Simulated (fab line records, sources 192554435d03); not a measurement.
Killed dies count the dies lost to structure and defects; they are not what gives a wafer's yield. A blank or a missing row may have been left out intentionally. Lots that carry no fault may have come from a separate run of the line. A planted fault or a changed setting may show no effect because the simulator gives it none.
Matching of chambers	flow n5_finfet	uv_cure-03 running N5_BEOL_M6_CURE_74: 3 sister chambers
The step cures SiCOH lowk, time 240 s. 14 wafers are shown with their chamber, then 7 later ones without.

## WAFERS WITH THEIR CHAMBER
wafer	chamber	wafer_temp_C_max	lamp_power_pct (%)
L074.3	2	387.3	52.32
L074.4	2	387.6	52.38
L074.6	2	387.6	52.14
L084.2	1	386.2	52.38
L084.4	1	386.0	52.39
L084.6	1	386.2	52.29
L086.2	1	385.6	52.37
L086.5	1	385.5	52.38
L086.6	1	386.2	52.35
L085.1	0	386.8	52.29
L085.2	0	386.1	52.24
L085.6	0	386.2	52.31
L089.2	0	386.2	52.37
L089.4	0	386.1	52.22

SIGNATURES (averages over the wafers above)
reading	chamber 0	chamber 1	chamber 2	scatter within a chamber
wafer_temp_C_max	386.280	385.950	387.500	0.29
lamp_power_pct	52.2860	52.3600	52.2800	0.0688
Rule: a wafer lies at a distance from a chamber equal to the root of the sum of squares, over the readings, of (its reading less the chamber's mean, divided by the reading's scatter). If the next closest chamber is less than 2 further off than the closest, the wafer can't be placed; otherwise it belongs to the closest. The scatter: the root of (the sum of the squares of (reading less its chamber's mean) over the shown wafers, divided by (wafers less chambers)).

## WAFERS MISSING THEIR CHAMBER
wafer	wafer_temp_C_max	lamp_power_pct (%)
L089.6	386.2	52.32
L093.1	386.9	52.36
L093.5	387.1	52.34
L093.6	386.8	52.37
L094.2	386.4	52.37
L094.3	385.9	52.28
L094.5	386.2	52.37

## EACH ONE'S CHAMBER
wafer	from the rows above	in truth
L089.6	can't be placed: 0 or 1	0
L093.1	can't be placed: 2 or 0 or 1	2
L093.5	can't be placed: 2 or 0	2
L093.6	can't be placed: 0 or 2 or 1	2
L094.2	can't be placed: 0 or 1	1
L094.3	can't be placed: 1 or 0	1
L094.5	can't be placed: 1 or 0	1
Correctly placed: 0 of 7. Not placeable from these rows: 7 (in 7, the candidates include the true chamber). Placed wrongly: 0.
